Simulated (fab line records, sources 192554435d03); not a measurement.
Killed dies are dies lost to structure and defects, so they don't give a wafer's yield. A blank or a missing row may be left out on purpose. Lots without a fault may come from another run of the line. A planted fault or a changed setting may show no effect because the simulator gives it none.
Chamber matching | flow n5_finfet | N5_FIN_CUT_ETCH_30 on rie_diel-06: 4 sister chambers
The step etches underlayer in N2/H2, target depth 13 nm, time 10.4 s. 4 wafers are shown with their chamber, then 12 later ones without.

WAFERS WITH THEIR CHAMBER
wafer  | chamber | drypump_motor_current_A (A)
L092.5 | 0       | 6.2
L094.1 | 1       | 5.2
L094.2 | 2       | 6.6
L094.3 | 3       | 5.8

WAFERS WITHOUT THEIR CHAMBER
wafer  | drypump_motor_current_A (A)
L094.4 | 6.2
L094.5 | 5.8
L094.6 | 6.2
L095.1 | 6.2
L095.3 | 5.2
L095.6 | 5.2
L096.1 | 6.3
L096.2 | 6.6
L096.3 | 5.8
L096.4 | 5.2
L096.5 | 5.9
L096.6 | 6.6

WHICH CHAMBER EACH WENT THROUGH
wafer  | from the rows above | in truth
L094.4 | 0                   | 0
L094.5 | 3                   | 3
L094.6 | 0                   | 0
L095.1 | 0                   | 0
L095.3 | 1                   | 1
L095.6 | 1                   | 1
L096.1 | 0                   | 0
L096.2 | 2                   | 2
L096.3 | 3                   | 3
L096.4 | 1                   | 1
L096.5 | 3                   | 3
L096.6 | 2                   | 2
Placed correctly: 12 of 12. Can't be placed from these rows: 0. Placed wrongly: 0.
How it was worked out, from the rows above alone: a wafer's distance from a chamber is the root of the sum, over the readings, of the square of ((its reading less the chamber's mean) divided by the reading's scatter). The wafer belongs to the nearest chamber; if the next one is less than 2 further off, it can't be placed. A chamber's mean is the mean of its shown wafers. The scatter: with one shown wafer a chamber, the root of the mean of the squares of how far each hidden wafer lies from its nearest shown one.
